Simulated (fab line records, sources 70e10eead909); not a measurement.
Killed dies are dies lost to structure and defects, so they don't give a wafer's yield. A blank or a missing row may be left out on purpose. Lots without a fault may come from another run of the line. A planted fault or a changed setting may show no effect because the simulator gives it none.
Which tool did it? | flow nand_harc | 24 lots, 72 wafers sampled, at 6 steps of a route of 1159

WHAT THE GAUGES READ, wafer by wafer
The record holds no reading of a measuring or inspecting step that can be judged against a usual standard deviation.

WHICH TOOL RAN EACH LOT (tool, then ch and the chambers of the sampled wafers, then the start)
lot  | NHARC_A_CONTACT_ETCH_75            | NHARC_A_CONTACT_ETCH_125             | NHARC_A_CONTACT_ETCH_131             | NHARC_A_CONTACT_ETCH_133             | NHARC_A_CONTACT_STRIP_26                      | NHARC_A_CONTACT_ALD_18
L074 | rie_diel-05 ch 0,1,3, day 16 12:10 | har_cap_etch-01 ch 1, day 16 13:34   | har_cap_etch-01 ch 1, day 16 14:26   | har_cap_etch-01 ch 1, day 16 14:44   | rie_diel-07 ch 0,1,3, day 17 01:43 or earlier | ald_metal-03 ch 0,2, day 17 01:43
L075 | rie_diel-05 ch 0,1,3, day 17 00:20 | har_cap_etch-01 ch 0,1, day 17 01:38 | har_cap_etch-01 ch 0,1, day 17 02:29 | har_cap_etch-01 ch 0,1, day 17 02:47 | rie_diel-08 ch 0,1,3, day 17 10:03 or earlier | ald_metal-03 ch 1,2,3, day 17 10:03
L077 | rie_diel-08 ch 0,2, day 17 02:53   | har_cap_etch-02 ch 0,1, day 17 04:08 | har_cap_etch-02 ch 0,1, day 17 04:59 | har_cap_etch-02 ch 0,1, day 17 05:17 | rie_diel-08 ch 0,3, day 17 13:39 or earlier   | ald_metal-03 ch 0,1,2, day 17 13:39
L076 | rie_diel-05 ch 0,1, day 17 03:16   | har_cap_etch-03 ch 0,1, day 17 04:35 | har_cap_etch-03 ch 0,1, day 17 05:26 | har_cap_etch-03 ch 0,1, day 17 05:46 | rie_diel-08 ch 0,2,3, day 17 14:34 or earlier | ald_metal-02 ch 0,1,2, day 17 14:34
L078 | rie_diel-08 ch 0,2, day 17 14:29   | har_cap_etch-03 ch 1, day 17 15:45   | har_cap_etch-03 ch 1, day 17 16:36   | har_cap_etch-03 ch 1, day 17 16:55   | rie_diel-08 ch 1,2,3, day 18 01:07 or earlier | ald_metal-03 ch 1,2,3, day 18 01:07
L079 | rie_diel-08 ch 2,3, day 17 20:43   | har_cap_etch-02 ch 0,1, day 17 21:58 | har_cap_etch-02 ch 0,1, day 17 22:49 | har_cap_etch-02 ch 0,1, day 17 23:08 | rie_diel-08 ch 0,2, day 18 06:58 or earlier   | ald_metal-02 ch 1,2,3, day 18 06:58
L081 | rie_diel-08 ch 1,3, day 18 07:43   | har_cap_etch-03 ch 0,1, day 18 08:59 | har_cap_etch-03 ch 0,1, day 18 09:50 | har_cap_etch-03 ch 0,1, day 18 10:08 | rie_diel-08 ch 1,2,3, day 18 17:41 or earlier | ald_metal-01 ch 0,2, day 18 17:41
L082 | rie_diel-08 ch 0,1, day 18 09:28   | har_cap_etch-02 ch 0,1, day 18 10:45 | har_cap_etch-02 ch 0,1, day 18 11:36 | har_cap_etch-02 ch 0,1, day 18 11:55 | rie_diel-08 ch 0,2,3, day 18 20:02 or earlier | ald_metal-03 ch 0,1,3, day 18 20:02
L085 | rie_diel-07 ch 1,2,3, day 18 19:51 | har_cap_etch-02 ch 0,1, day 18 21:05 | har_cap_etch-02 ch 0,1, day 18 21:56 | har_cap_etch-02 ch 0,1, day 18 22:13 | rie_diel-07 ch 0,1,3, day 19 06:11 or earlier | ald_metal-03 ch 1,2,3, day 19 06:11
L083 | rie_diel-08 ch 0,1,3, day 18 20:11 | har_cap_etch-01 ch 0,1, day 18 21:23 | har_cap_etch-01 ch 0,1, day 18 22:15 | har_cap_etch-01 ch 0,1, day 18 22:32 | rie_diel-05 ch 0,1, day 19 07:25 or earlier   | ald_metal-03 ch 1,2,3, day 19 07:25
L080 | rie_diel-05 ch 0,2,3, day 19 01:52 | har_cap_etch-02 ch 0,1, day 19 03:06 | har_cap_etch-02 ch 0,1, day 19 03:57 | har_cap_etch-02 ch 0,1, day 19 04:14 | rie_diel-08 ch 1,2,3, day 19 11:49 or earlier | ald_metal-02 ch 0,1,3, day 19 11:49
L084 | rie_diel-08 ch 0,3, day 19 05:51   | har_cap_etch-03 ch 0,1, day 19 07:11 | har_cap_etch-03 ch 0,1, day 19 08:02 | har_cap_etch-03 ch 0,1, day 19 08:23 | rie_diel-08 ch 0,2,3, day 19 15:32 or earlier | ald_metal-02 ch 0,3, day 19 15:32
L086 | rie_diel-08 ch 1,2,3, day 19 10:45 | har_cap_etch-02 ch 0,1, day 19 12:08 | har_cap_etch-02 ch 0,1, day 19 13:16 | har_cap_etch-02 ch 0,1, day 19 13:39 | rie_diel-08 ch 0,1,2, day 19 23:06 or earlier | ald_metal-03 ch 0,1,2, day 19 23:06
L087 | rie_diel-08 ch 1,3, day 19 12:10   | har_cap_etch-01 ch 0,1, day 19 13:38 | har_cap_etch-01 ch 0,1, day 19 14:46 | har_cap_etch-01 ch 0,1, day 19 15:11 | rie_diel-05 ch 0,2,3, day 20 00:20 or earlier | ald_metal-03 ch 0,1, day 20 00:20
L088 | rie_diel-05 ch 1,2,3, day 20 00:00 | har_cap_etch-02 ch 0,1, day 20 01:14 | har_cap_etch-02 ch 0,1, day 20 02:05 | har_cap_etch-02 ch 0,1, day 20 02:22 | rie_diel-08 ch 0,1,3, day 20 09:36 or earlier | ald_metal-03 ch 0,1,3, day 20 09:36
L089 | rie_diel-08 ch 0,2,3, day 20 00:43 | har_cap_etch-01 ch 0,1, day 20 02:01 | har_cap_etch-01 ch 0,1, day 20 02:52 | har_cap_etch-01 ch 0,1, day 20 03:11 | rie_diel-08 ch 1,2, day 20 10:57 or earlier   | ald_metal-03 ch 0,2,3, day 20 10:57
L090 | rie_diel-08 ch 1,2,3, day 20 17:27 | har_cap_etch-02 ch 0,1, day 20 18:41 | har_cap_etch-02 ch 0,1, day 20 19:33 | har_cap_etch-02 ch 0,1, day 20 19:51 | rie_diel-07 ch 2,3, day 21 03:46 or earlier   | ald_metal-02 ch 1,2,3, day 21 03:46
L091 | rie_diel-08 ch 1,2,3, day 20 18:28 | har_cap_etch-01 ch 0,1, day 20 19:43 | har_cap_etch-01 ch 0,1, day 20 20:34 | har_cap_etch-01 ch 0,1, day 20 20:52 | rie_diel-07 ch 0,2,3, day 21 06:59 or earlier | ald_metal-03 ch 0,1,3, day 21 06:59
L093 | rie_diel-07 ch 1,2, day 21 04:44   | har_cap_etch-01 ch 0,1, day 21 05:59 | har_cap_etch-01 ch 0,1, day 21 06:50 | har_cap_etch-01 ch 0,1, day 21 07:08 | rie_diel-05 ch 0,2,3, day 21 19:04 or earlier | ald_metal-03 ch 1,3, day 21 19:04
L092 | rie_diel-05 ch 2,3, day 21 06:32   | har_cap_etch-02 ch 0,1, day 21 07:53 | har_cap_etch-02 ch 0,1, day 21 08:44 | har_cap_etch-02 ch 0,1, day 21 09:02 | rie_diel-08 ch 0,1,3, day 21 19:16 or earlier | ald_metal-01 ch 0,1, day 21 19:16
L094 | rie_diel-08 ch 1,2,3, day 21 12:25 | har_cap_etch-01 ch 0,1, day 21 13:43 | har_cap_etch-01 ch 0,1, day 21 14:35 | har_cap_etch-01 ch 0,1, day 21 14:53 | rie_diel-07 ch 0,1,3, day 21 22:08 or earlier | ald_metal-02 ch 0,1,2, day 21 22:08
L095 | rie_diel-05 ch 0,1,2, day 21 17:05 | har_cap_etch-01 ch 0,1, day 21 18:20 | har_cap_etch-01 ch 0,1, day 21 19:11 | har_cap_etch-01 ch 0,1, day 21 19:28 | rie_diel-05 ch 0,1,2, day 22 02:49 or earlier | ald_metal-01 ch 0,1,2, day 22 02:49
L097 | rie_diel-07 ch 0,3, day 22 07:02   | har_cap_etch-01 ch 0,1, day 22 08:19 | har_cap_etch-01 ch 0,1, day 22 09:10 | har_cap_etch-01 ch 0,1, day 22 09:29 | rie_diel-08 ch 0,3, day 22 17:41 or earlier   | ald_metal-03 ch 2,3, day 22 17:41
L096 | rie_diel-08 ch 0,2,3, day 22 21:53 | har_cap_etch-01 ch 0,1, day 22 23:08 | har_cap_etch-01 ch 0,1, day 22 23:59 | har_cap_etch-01 ch 0,1, day 23 00:18 | rie_diel-08 ch 0,1,2, day 23 08:13 or earlier | ald_metal-01 ch 0,2,3, day 23 08:13
- NHARC_A_CONTACT_ETCH_75: etches the open film in CF4, target depth 39 nm, time 65 s.
- NHARC_A_CONTACT_ETCH_125: etches the open film in C4F8/O2/Ar, time 155 s, target depth 956 nm.
- NHARC_A_CONTACT_ETCH_131: etches the open film in C4F8/O2/Ar, time 155 s, target depth 956 nm.
- NHARC_A_CONTACT_ETCH_133: etches the open film in C4F8/O2/Ar, time 195 s, target depth 840 nm.
- NHARC_A_CONTACT_STRIP_26: strips in O2.
- NHARC_A_CONTACT_ALD_18: deposits TiN, target thk 3 nm, pulse time 1 s, ald cycles 150.

WHAT THE TOOLS THEMSELVES READ (means of the sampled wafers that have a number; where no wafer has one, the mark that the record gives instead)
NHARC_A_CONTACT_ETCH_75.
lot  | tool        | chamber_pressure_mTorr (mTorr) | drypump_motor_current_A (A) | oes_product_au (a.u.) | rf_vpp_V (V) | showerhead_plenum_p_Torr (Torr) | throttle_valve_pct (%)
L074 | rie_diel-05 | 49.99                          | 5.5                         | 0.999                 | 152.1        | 1.82                            | 13.280
L075 | rie_diel-05 | 49.99                          | 5.5                         | 0.994                 | 152.6        | 1.82                            | 13.286
L077 | rie_diel-08 | 50.02                          | 5.9                         | 1.011                 | 151.3        | 1.76                            | 13.282
L076 | rie_diel-05 | 50.02                          | 5.8                         | 0.998                 | 151.8        | 1.80                            | 13.280
L078 | rie_diel-08 | 49.99                          | 5.9                         | 1.012                 | 151.5        | 1.76                            | 13.292
L079 | rie_diel-08 | 49.96                          | 5.5                         | 0.996                 | 149.7        | 1.70                            | 13.288
L081 | rie_diel-08 | 50.02                          | 6.1                         | 0.997                 | 149.9        | 1.70                            | 13.278
L082 | rie_diel-08 | 50.01                          | 6.2                         | 1.004                 | 151.2        | 1.73                            | 13.288
L085 | rie_diel-07 | 49.99                          | 5.5                         | 0.997                 | 151.5        | 1.76                            | 13.275
L083 | rie_diel-08 | 50.01                          | 5.8                         | 1.000                 | 150.1        | 1.72                            | 13.285
L080 | rie_diel-05 | 50.02                          | 5.5                         | 1.001                 | 152.0        | 1.85                            | 13.274
L084 | rie_diel-08 | 50.03                          | 5.5                         | 1.005                 | 151.5        | 1.74                            | 13.281
L086 | rie_diel-08 | 50.04                          | 5.9                         | 0.996                 | 151.1        | 1.71                            | 13.277
L087 | rie_diel-08 | 49.99                          | 5.6                         | 0.996                 | 151.4        | 1.69                            | 13.288
L088 | rie_diel-05 | 49.97                          | 5.8                         | 1.000                 | 153.1        | 1.82                            | 13.281
L089 | rie_diel-08 | 49.98                          | 5.6                         | 1.003                 | 151.4        | 1.73                            | 13.285
L090 | rie_diel-08 | 49.97                          | 6.0                         | 0.997                 | 150.0        | 1.71                            | 13.279
L091 | rie_diel-08 | 50.01                          | 5.9                         | 0.995                 | 150.4        | 1.71                            | 13.290
L093 | rie_diel-07 | 50.03                          | 5.2                         | 0.992                 | 150.7        | 1.72                            | 13.284
L092 | rie_diel-05 | 50.03                          | 5.9                         | 1.000                 | 152.3        | 1.85                            | 13.291
L094 | rie_diel-08 | 50.00                          | 6.0                         | 0.997                 | 150.4        | 1.71                            | 13.279
L095 | rie_diel-05 | 50.03                          | 5.9                         | 1.000                 | 152.2        | 1.83                            | 13.288
L097 | rie_diel-07 | 50.01                          | 5.4                         | 0.988                 | 151.5        | 1.77                            | 13.270
L096 | rie_diel-08 | 49.96                          | 5.6                         | 1.002                 | 150.6        | 1.73                            | 13.282

NHARC_A_CONTACT_ETCH_125.
lot  | tool            | chamber_pressure_mTorr (mTorr)
L074 | har_cap_etch-01 | 20.003
L075 | har_cap_etch-01 | 19.981
L077 | har_cap_etch-02 | 19.997
L076 | har_cap_etch-03 | 19.981
L078 | har_cap_etch-03 | 19.996
L079 | har_cap_etch-02 | 20.005
L081 | har_cap_etch-03 | 20.006
L082 | har_cap_etch-02 | 19.993
L085 | har_cap_etch-02 | 20.016
L083 | har_cap_etch-01 | 19.994
L080 | har_cap_etch-02 | 19.972
L084 | har_cap_etch-03 | 20.000
L086 | har_cap_etch-02 | 19.989
L087 | har_cap_etch-01 | 19.993
L088 | har_cap_etch-02 | 20.012
L089 | har_cap_etch-01 | 19.999
L090 | har_cap_etch-02 | 20.028
L091 | har_cap_etch-01 | 19.993
L093 | har_cap_etch-01 | 20.025
L092 | har_cap_etch-02 | 20.014
L094 | har_cap_etch-01 | 20.003
L095 | har_cap_etch-01 | 20.002
L097 | har_cap_etch-01 | 19.993
L096 | har_cap_etch-01 | 20.005

NHARC_A_CONTACT_ETCH_131.
lot  | tool            | chamber_pressure_mTorr (mTorr)
L074 | har_cap_etch-01 | 19.994
L075 | har_cap_etch-01 | 20.000
L077 | har_cap_etch-02 | 20.001
L076 | har_cap_etch-03 | 20.000
L078 | har_cap_etch-03 | 19.998
L079 | har_cap_etch-02 | 19.989
L081 | har_cap_etch-03 | 19.995
L082 | har_cap_etch-02 | 20.025
L085 | har_cap_etch-02 | 19.994
L083 | har_cap_etch-01 | 19.989
L080 | har_cap_etch-02 | 20.004
L084 | har_cap_etch-03 | 20.000
L086 | har_cap_etch-02 | 19.986
L087 | har_cap_etch-01 | 20.037
L088 | har_cap_etch-02 | 20.008
L089 | har_cap_etch-01 | 19.977
L090 | har_cap_etch-02 | 20.015
L091 | har_cap_etch-01 | 19.998
L093 | har_cap_etch-01 | 19.997
L092 | har_cap_etch-02 | 20.008
L094 | har_cap_etch-01 | 20.001
L095 | har_cap_etch-01 | 19.996
L097 | har_cap_etch-01 | 20.001
L096 | har_cap_etch-01 | 20.013

NHARC_A_CONTACT_ETCH_133.
lot  | tool            | chamber_pressure_mTorr (mTorr)
L074 | har_cap_etch-01 | 20.004
L075 | har_cap_etch-01 | 19.967
L077 | har_cap_etch-02 | 20.006
L076 | har_cap_etch-03 | 20.005
L078 | har_cap_etch-03 | 20.008
L079 | har_cap_etch-02 | 20.001
L081 | har_cap_etch-03 | 20.003
L082 | har_cap_etch-02 | 20.005
L085 | har_cap_etch-02 | 19.997
L083 | har_cap_etch-01 | 19.979
L080 | har_cap_etch-02 | 20.013
L084 | har_cap_etch-03 | 19.999
L086 | har_cap_etch-02 | 20.009
L087 | har_cap_etch-01 | 20.003
L088 | har_cap_etch-02 | 19.994
L089 | har_cap_etch-01 | 20.030
L090 | har_cap_etch-02 | 19.984
L091 | har_cap_etch-01 | 20.002
L093 | har_cap_etch-01 | 20.015
L092 | har_cap_etch-02 | 20.001
L094 | har_cap_etch-01 | 20.003
L095 | har_cap_etch-01 | 19.977
L097 | har_cap_etch-01 | 19.998
L096 | har_cap_etch-01 | 20.007

NHARC_A_CONTACT_STRIP_26.
lot  | tool        | chamber_pressure_mTorr (mTorr) | drypump_motor_current_A (A) | o2_flow_sccm (sccm) | oes_product_au (a.u.) | rf_vpp_V (V) | showerhead_plenum_p_Torr (Torr) | throttle_valve_pct (%)
L074 | rie_diel-07 | 60.00                          | 5.7                         | 500.8               | 1.004                 | 58.2         | 3.51                            | 17.031
L075 | rie_diel-08 | 59.97                          | 5.8                         | 500.3               | 1.008                 | 57.2         | 3.44                            | 17.040
L077 | rie_diel-08 | 59.95                          | 5.5                         | 499.6               | 1.003                 | 57.7         | 3.48                            | 17.045
L076 | rie_diel-08 | 60.03                          | 5.6                         | 501.1               | 1.008                 | 57.7         | 3.46                            | 17.035
L078 | rie_diel-08 | 59.96                          | 6.0                         | 499.7               | 1.000                 | 57.8         | 3.42                            | 17.031
L079 | rie_diel-08 | 59.96                          | 5.7                         | 500.8               | 1.012                 | 58.3         | 3.52                            | 17.033
L081 | rie_diel-08 | 60.02                          | 6.0                         | 500.7               | 0.998                 | 57.6         | 3.41                            | 17.036
L082 | rie_diel-08 | 60.02                          | 5.6                         | 500.2               | 1.002                 | 57.2         | 3.46                            | 17.031
L085 | rie_diel-07 | 60.00                          | 5.7                         | 499.7               | 0.999                 | 58.3         | 3.50                            | 17.027
L083 | rie_diel-05 | 60.06                          | 5.6                         | 500.7               | 1.004                 | 57.4         | 3.65                            | 17.032
L080 | rie_diel-08 | 60.01                          | 6.0                         | 500.6               | 1.007                 | 57.4         | 3.41                            | 17.030
L084 | rie_diel-08 | 60.01                          | 5.6                         | 500.5               | 1.005                 | 57.1         | 3.45                            | 17.035
L086 | rie_diel-08 | 59.99                          | 6.1                         | 498.1               | 1.005                 | 57.6         | 3.48                            | 17.035
L087 | rie_diel-05 | 59.96                          | 5.5                         | 499.2               | 0.999                 | 59.2         | 3.69                            | 17.031
L088 | rie_diel-08 | 59.99                          | 5.8                         | 499.8               | 1.004                 | 57.5         | 3.43                            | 17.037
L089 | rie_diel-08 | 60.03                          | 6.2                         | 500.8               | 0.999                 | 57.0         | 3.46                            | 17.037
L090 | rie_diel-07 | 60.06                          | 5.4                         | 500.0               | 0.995                 | 59.2         | 3.67                            | 17.045
L091 | rie_diel-07 | 60.01                          | 5.3                         | 500.5               | 0.990                 | 58.0         | 3.56                            | 17.036
L093 | rie_diel-05 | 60.00                          | 5.5                         | 499.5               | 1.001                 | 57.5         | 3.68                            | 17.040
L092 | rie_diel-08 | 59.98                          | 5.8                         | 499.6               | 0.995                 | 57.5         | 3.43                            | 17.031
L094 | rie_diel-07 | 59.93                          | 5.6                         | 499.9               | 0.991                 | 57.8         | 3.49                            | 17.039
L095 | rie_diel-05 | 59.97                          | 5.9                         | 500.4               | 1.003                 | 58.3         | 3.65                            | 17.031
L097 | rie_diel-08 | 59.98                          | 5.3                         | 500.0               | 1.007                 | 56.3         | 3.40                            | 17.039
L096 | rie_diel-08 | 59.96                          | 6.0                         | 500.4               | 0.997                 | 58.1         | 3.47                            | 17.042

NHARC_A_CONTACT_ALD_18.
lot  | tool         | heater_power_w (W) | precursor_pulse_height_rel
L074 | ald_metal-03 | 1071               | 0.987
L075 | ald_metal-03 | 1222               | 1.001
L077 | ald_metal-03 | 1113               | 1.007
L076 | ald_metal-02 | 1090               | 0.991
L078 | ald_metal-03 | 1235               | 1.013
L079 | ald_metal-02 | 1013               | 1.029
L081 | ald_metal-01 | 1232               | 0.997
L082 | ald_metal-03 | 1248               | 1.002
L085 | ald_metal-03 | 1230               | 1.006
L083 | ald_metal-03 | 1250               | 1.006
L080 | ald_metal-02 | 1059               | 1.000
L084 | ald_metal-02 | 962                | 0.989
L086 | ald_metal-03 | 1144               | 0.985
L087 | ald_metal-03 | 1156               | 0.982
L088 | ald_metal-03 | 1245               | 0.994
L089 | ald_metal-03 | 1173               | 1.002
L090 | ald_metal-02 | 1030               | 1.000
L091 | ald_metal-03 | 1251               | 0.995
L093 | ald_metal-03 | 1323               | 0.999
L092 | ald_metal-01 | 1152               | 1.024
L094 | ald_metal-02 | 1085               | 0.982
L095 | ald_metal-01 | 1162               | 0.992
L097 | ald_metal-03 | 1280               | 0.996
L096 | ald_metal-01 | 1212               | 1.000

THE ANSWER, worked out from the rows above alone
Rule: what is usual is taken from the lots themselves. Put in order of their means at a reading, lots are off if they are a third of the lots or fewer, leave a main group of 4 or more, and stand apart from it by a gap of 3 or more times the standard deviation of the main group's means; of several such gaps the widest counts. A main group whose means are all the same, to the digits that the tables above print for the reading, isn't used. A lot without any number at a reading at which 4 lots or more have one is off too. The other lots that the step has rows for count as sound. The gauges are gone through in route order, then the tools' own readings, and for those a lot's mean is taken as printed above. The first step at which some lot is off is used, and at that step the reading that is off furthest; a lot without a number counts as furthest.
No lot is off at any reading shown: from this, nothing can be told.

WHAT THE SIMULATOR HAD PUT IN
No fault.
